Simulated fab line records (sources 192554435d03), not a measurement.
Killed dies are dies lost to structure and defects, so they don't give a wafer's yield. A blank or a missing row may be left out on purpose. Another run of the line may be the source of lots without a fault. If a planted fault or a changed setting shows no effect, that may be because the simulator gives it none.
Split-lot trial || flow n5-finfet || 7 lots, 21 wafers read, on a route of 1938 steps

THE SPLIT ITSELF
At N5_PMOS_HMC_CHANNEL_EPI_EXPOSE_06 (exposes mask PMOS HMC BLK, target cd 240 nm), the setting dose-mj was moved away from the recipe's 41 on 5 of the 21 wafers read, by -6.2% to +5.3%. All remaining wafers had this setting at the recipe value.

FROM THE SPLIT TO THE READING: what the file shows between them, 2 steps
- N5_PMOS_HMC_CHANNEL_EPI_PEB_07: peb time 60 s
- N5_PMOS_HMC_CHANNEL_EPI_DEVELOP_08: develop time 30 s

THE READING
cd-nm, in nm, at N5_PMOS_HMC_CHANNEL_EPI_CD_MEAS_09 (target cd 237.4 nm). On this fab line, fault-free wafers typically give 237.1 nm with a standard deviation of 0.84 nm.

{"wafer": "L079.1", "tool, chamber at the split": "arfi-scanner-03, 0", "dose-mj as run": 41, "against the recipe": "recipe", "cd-nm, nm": 237.0, "against lot-mates on the recipe": "-"}
{"wafer": "L079.2", "tool, chamber at the split": "arfi-scanner-03, 0", "dose-mj as run": 41, "against the recipe": "recipe", "cd-nm, nm": 237.6, "against lot-mates on the recipe": "-"}
{"wafer": "L079.5", "tool, chamber at the split": "arfi-scanner-03, 0", "dose-mj as run": 41, "against the recipe": "recipe", "cd-nm, nm": 237.2, "against lot-mates on the recipe": "-"}
{"wafer": "L081.2", "tool, chamber at the split": "arfi-scanner-01, 0", "dose-mj as run": 41, "against the recipe": "recipe", "cd-nm, nm": 236.7, "against lot-mates on the recipe": "-"}
{"wafer": "L081.3", "tool, chamber at the split": "arfi-scanner-01, 0", "dose-mj as run": 41, "against the recipe": "recipe", "cd-nm, nm": 236.6, "against lot-mates on the recipe": "-"}
{"wafer": "L081.6", "tool, chamber at the split": "arfi-scanner-01, 0", "dose-mj as run": 41, "against the recipe": "recipe", "cd-nm, nm": 237.7, "against lot-mates on the recipe": "-"}
{"wafer": "L083.4", "tool, chamber at the split": "arfi-scanner-01, 0", "dose-mj as run": 41, "against the recipe": "recipe", "cd-nm, nm": 237.3, "against lot-mates on the recipe": "-"}
{"wafer": "L083.5", "tool, chamber at the split": "arfi-scanner-01, 0", "dose-mj as run": 41, "against the recipe": "recipe", "cd-nm, nm": 236.9, "against lot-mates on the recipe": "-"}
{"wafer": "L083.6", "tool, chamber at the split": "arfi-scanner-01, 0", "dose-mj as run": 38.86, "against the recipe": "-5.2%", "cd-nm, nm": 233.2, "against lot-mates on the recipe": -3.9}
{"wafer": "L089.1", "tool, chamber at the split": "arfi-scanner-02, 0", "dose-mj as run": 41.96, "against the recipe": "+2.3%", "cd-nm, nm": 240.9, "against lot-mates on the recipe": "+2.8"}
{"wafer": "L089.4", "tool, chamber at the split": "arfi-scanner-02, 0", "dose-mj as run": 41, "against the recipe": "recipe", "cd-nm, nm": 238.3, "against lot-mates on the recipe": "-"}
{"wafer": "L089.6", "tool, chamber at the split": "arfi-scanner-02, 0", "dose-mj as run": 41, "against the recipe": "recipe", "cd-nm, nm": 238.0, "against lot-mates on the recipe": "-"}
{"wafer": "L091.1", "tool, chamber at the split": "arfi-scanner-02, 0", "dose-mj as run": 41, "against the recipe": "recipe", "cd-nm, nm": 237.1, "against lot-mates on the recipe": "-"}
{"wafer": "L091.3", "tool, chamber at the split": "arfi-scanner-02, 0", "dose-mj as run": 43.19, "against the recipe": "+5.3%", "cd-nm, nm": 242.4, "against lot-mates on the recipe": "+4.8"}
{"wafer": "L091.4", "tool, chamber at the split": "arfi-scanner-02, 0", "dose-mj as run": 41, "against the recipe": "recipe", "cd-nm, nm": 238.0, "against lot-mates on the recipe": "-"}
{"wafer": "L094.1", "tool, chamber at the split": "arfi-scanner-03, 0", "dose-mj as run": 38.44, "against the recipe": "-6.2%", "cd-nm, nm": 230.9, "against lot-mates on the recipe": -6.5}
{"wafer": "L094.4", "tool, chamber at the split": "arfi-scanner-03, 0", "dose-mj as run": 41, "against the recipe": "recipe", "cd-nm, nm": 237.4, "against lot-mates on the recipe": "-"}
{"wafer": "L094.6", "tool, chamber at the split": "arfi-scanner-03, 0", "dose-mj as run": 38.44, "against the recipe": "-6.2%", "cd-nm, nm": 232.3, "against lot-mates on the recipe": -5.1}
{"wafer": "L095.1", "tool, chamber at the split": "arfi-scanner-02, 0", "dose-mj as run": 41, "against the recipe": "recipe", "cd-nm, nm": 236.2, "against lot-mates on the recipe": "-"}
{"wafer": "L095.3", "tool, chamber at the split": "arfi-scanner-02, 0", "dose-mj as run": 41, "against the recipe": "recipe", "cd-nm, nm": 236.1, "against lot-mates on the recipe": "-"}
{"wafer": "L095.6", "tool, chamber at the split": "arfi-scanner-02, 0", "dose-mj as run": 41, "against the recipe": "recipe", "cd-nm, nm": 236.3, "against lot-mates on the recipe": "-"}

FIT RESULTS
A straight line over all 21 wafers: cd-nm changes by +0.921 nm for each +1% of dose-mj; r = +0.96; the points scatter about the line by 0.75 nm.
The same after taking each lot's own level away (the mean of its wafers on the recipe; 21 wafers): +0.903 nm for each +1%; r = +0.98; scatter 0.43 nm.
Per that fit: largest dose-mj move, reading shift of 5.6 nm.
From 236.20 to 238.15 nm: that is the span of the lots' own levels, equal to 2.3 times the standard deviation above.
The two slopes agree, so the slope changes little with the lot-to-lot level.
Check: with one of the wafers moved furthest among these (-6.2%) left out of the fit, the line predicts -5.2 nm for it against its lot-mates. It came out at -6.5 nm against them.

FURTHER SPLITS ON THESE WAFERS
Before the reading, these wafers also passed through other splits. Each is held against what the fit with the lots' levels taken away leaves over:
{"other split on the same wafers": "N5_ZERO_LAYER_EXPOSE_08 dose-mj", "wafers away from the commonest value": 6, "r with cd-nm (lot level and that fit taken away)": -0.11}
{"other split on the same wafers": "N5_WELL_APT_COAT_02 spin-rpm", "wafers away from the commonest value": 7, "r with cd-nm (lot level and that fit taken away)": -0.24}

THE WHOLE CHAIN: every reading that the file lists as answering this split, in the file's order
{"step": "N5_PMOS_HMC_CHANNEL_EPI_CD_MEAS_09", "what it does": "target cd 237.4 nm", "reading": "cd-nm", "change (the file's fit)": "+0.884 nm for each +1% of the setting", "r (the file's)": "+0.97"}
{"step": "N5_PMOS_HMC_CHANNEL_EPI_DESCUM_14", "what it does": "chemistry O2, time 7.9 s", "reading": "PMOS_HMC_CHANNEL_EPI.cd-nm (the simulator's own value, which no gauge read)", "change (the file's fit)": "+0.875 nm for each +1% of the setting", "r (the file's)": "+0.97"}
{"step": "N5_PMOS_HMC_CHANNEL_EPI_ETCH_32", "what it does": "etches BARC in N2/H2, stops on SiO2, target depth 85.8 nm, time 50.3 s", "reading": "PMOS_HMC_CHANNEL_EPI.cd-nm (the simulator's own value, which no gauge read)", "change (the file's fit)": "+0.903 nm for each +1% of the setting", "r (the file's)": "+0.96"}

THE FILE'S OWN FIT
cd-nm changes by +0.884 nm for each +1% of dose-mj, r = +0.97.
